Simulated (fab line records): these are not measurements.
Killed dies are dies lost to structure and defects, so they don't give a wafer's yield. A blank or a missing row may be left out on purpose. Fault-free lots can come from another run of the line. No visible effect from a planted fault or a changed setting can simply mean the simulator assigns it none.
Chamber matching || flow n5_finfet || N5_BEOL_M2_ALD_84 on ald_metal-03 has 4 sister chambers
The step deposits TaN, pulse time 2 s, purge time 3 s, co reactant purge time 2 s. 20 wafers are shown with their chamber, then 10 later ones without.

WAFERS WITH THEIR CHAMBER
{"wafer": "L074.4", "chamber": 1, "heater_power_outer_w (W)": 251, "heater_power_w (W)": 435, "susceptor_temp_C (C)": 275.06}
{"wafer": "L074.5", "chamber": 2, "heater_power_outer_w (W)": 202, "heater_power_w (W)": 376, "susceptor_temp_C (C)": 274.72}
{"wafer": "L074.6", "chamber": 3, "heater_power_outer_w (W)": 216, "heater_power_w (W)": 393, "susceptor_temp_C (C)": 274.95}
{"wafer": "L076.1", "chamber": 0, "heater_power_outer_w (W)": 236, "heater_power_w (W)": 440, "susceptor_temp_C (C)": 275.14}
{"wafer": "L076.3", "chamber": 2, "heater_power_outer_w (W)": 206, "heater_power_w (W)": 386, "susceptor_temp_C (C)": 274.99}
{"wafer": "L076.5", "chamber": 0, "heater_power_outer_w (W)": 241, "heater_power_w (W)": 423, "susceptor_temp_C (C)": 274.95}
{"wafer": "L077.1", "chamber": 2, "heater_power_outer_w (W)": 202, "heater_power_w (W)": 381, "susceptor_temp_C (C)": 275.10}
{"wafer": "L077.2", "chamber": 3, "heater_power_outer_w (W)": 215, "heater_power_w (W)": 386, "susceptor_temp_C (C)": 274.87}
{"wafer": "L077.5", "chamber": 3, "heater_power_outer_w (W)": 217, "heater_power_w (W)": 389, "susceptor_temp_C (C)": 274.92}
{"wafer": "L080.1", "chamber": 1, "heater_power_outer_w (W)": 251, "heater_power_w (W)": 441, "susceptor_temp_C (C)": 275.34}
{"wafer": "L080.4", "chamber": 2, "heater_power_outer_w (W)": 207, "heater_power_w (W)": 381, "susceptor_temp_C (C)": 275.28}
{"wafer": "L080.6", "chamber": 3, "heater_power_outer_w (W)": 216, "heater_power_w (W)": 396, "susceptor_temp_C (C)": 274.84}
{"wafer": "L082.2", "chamber": 2, "heater_power_outer_w (W)": 197, "heater_power_w (W)": 385, "susceptor_temp_C (C)": 275.23}
{"wafer": "L082.3", "chamber": 1, "heater_power_outer_w (W)": 261, "heater_power_w (W)": 451, "susceptor_temp_C (C)": 275.10}
{"wafer": "L082.6", "chamber": 0, "heater_power_outer_w (W)": 247, "heater_power_w (W)": 438, "susceptor_temp_C (C)": 274.93}
{"wafer": "L086.1", "chamber": 1, "heater_power_outer_w (W)": 255, "heater_power_w (W)": 446, "susceptor_temp_C (C)": 275.19}
{"wafer": "L086.2", "chamber": 3, "heater_power_outer_w (W)": 215, "heater_power_w (W)": 383, "susceptor_temp_C (C)": 275.27}
{"wafer": "L086.6", "chamber": 2, "heater_power_outer_w (W)": 200, "heater_power_w (W)": 378, "susceptor_temp_C (C)": 274.78}
{"wafer": "L089.1", "chamber": 2, "heater_power_outer_w (W)": 201, "heater_power_w (W)": 393, "susceptor_temp_C (C)": 274.80}
{"wafer": "L089.3", "chamber": 1, "heater_power_outer_w (W)": 262, "heater_power_w (W)": 435, "susceptor_temp_C (C)": 275.22}

SIGNATURES (averages over the wafers above)
{"reading": "heater_power_outer_w", "chamber 0": 241.33, "chamber 1": 256.00, "chamber 2": 202.14, "chamber 3": 215.80, "scatter within a chamber": 3.92}
{"reading": "heater_power_w", "chamber 0": 433.67, "chamber 1": 441.60, "chamber 2": 382.86, "chamber 3": 389.40, "scatter within a chamber": 6.48}
{"reading": "susceptor_temp_C", "chamber 0": 275.0067, "chamber 1": 275.1820, "chamber 2": 274.9857, "chamber 3": 274.9700, "scatter within a chamber": 0.177}
Rule: a wafer lies at a distance from a chamber equal to the root of the sum of squares, over the readings, of (its reading less the chamber's mean, divided by the reading's scatter). If the next closest chamber is less than 2 further off than the closest, the wafer can't be placed; otherwise it belongs to the closest. The scatter is the square root of a quotient: the sum, over the shown wafers, of each reading's squared deviation from its chamber's mean, divided by wafers minus chambers.

WAFERS WITHOUT THEIR CHAMBER
{"wafer": "L089.6", "heater_power_outer_w (W)": 259, "heater_power_w (W)": 441, "susceptor_temp_C (C)": 275.14}
{"wafer": "L090.3", "heater_power_outer_w (W)": 246, "heater_power_w (W)": 448, "susceptor_temp_C (C)": 274.91}
{"wafer": "L090.4", "heater_power_outer_w (W)": 212, "heater_power_w (W)": 399, "susceptor_temp_C (C)": 275.24}
{"wafer": "L090.6", "heater_power_outer_w (W)": 202, "heater_power_w (W)": 385, "susceptor_temp_C (C)": 274.98}
{"wafer": "L091.1", "heater_power_outer_w (W)": 241, "heater_power_w (W)": 438, "susceptor_temp_C (C)": 275.15}
{"wafer": "L091.2", "heater_power_outer_w (W)": 205, "heater_power_w (W)": 368, "susceptor_temp_C (C)": 274.96}
{"wafer": "L091.6", "heater_power_outer_w (W)": 224, "heater_power_w (W)": 394, "susceptor_temp_C (C)": 274.65}
{"wafer": "L094.1", "heater_power_outer_w (W)": 222, "heater_power_w (W)": 403, "susceptor_temp_C (C)": 274.82}
{"wafer": "L094.4", "heater_power_outer_w (W)": 202, "heater_power_w (W)": 381, "susceptor_temp_C (C)": 275.01}
{"wafer": "L094.6", "heater_power_outer_w (W)": 243, "heater_power_w (W)": 424, "susceptor_temp_C (C)": 275.05}

WHICH CHAMBER EACH WENT THROUGH
{"wafer": "L089.6", "from the rows above": 1, "in truth": 1}
{"wafer": "L090.3", "from the rows above": "can't be placed: 0 or 1", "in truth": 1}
{"wafer": "L090.4", "from the rows above": "can't be placed: 3 or 2", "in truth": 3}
{"wafer": "L090.6", "from the rows above": 2, "in truth": 2}
{"wafer": "L091.1", "from the rows above": 0, "in truth": 0}
{"wafer": "L091.2", "from the rows above": "can't be placed: 2 or 3", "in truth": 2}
{"wafer": "L091.6", "from the rows above": 3, "in truth": 3}
{"wafer": "L094.1", "from the rows above": 3, "in truth": 3}
{"wafer": "L094.4", "from the rows above": 2, "in truth": 2}
{"wafer": "L094.6", "from the rows above": 0, "in truth": 0}
Placed correctly: 7 of 10. From these rows, 3 cannot be placed; in 3 the true chamber is one of the candidates. 0 placed wrongly.
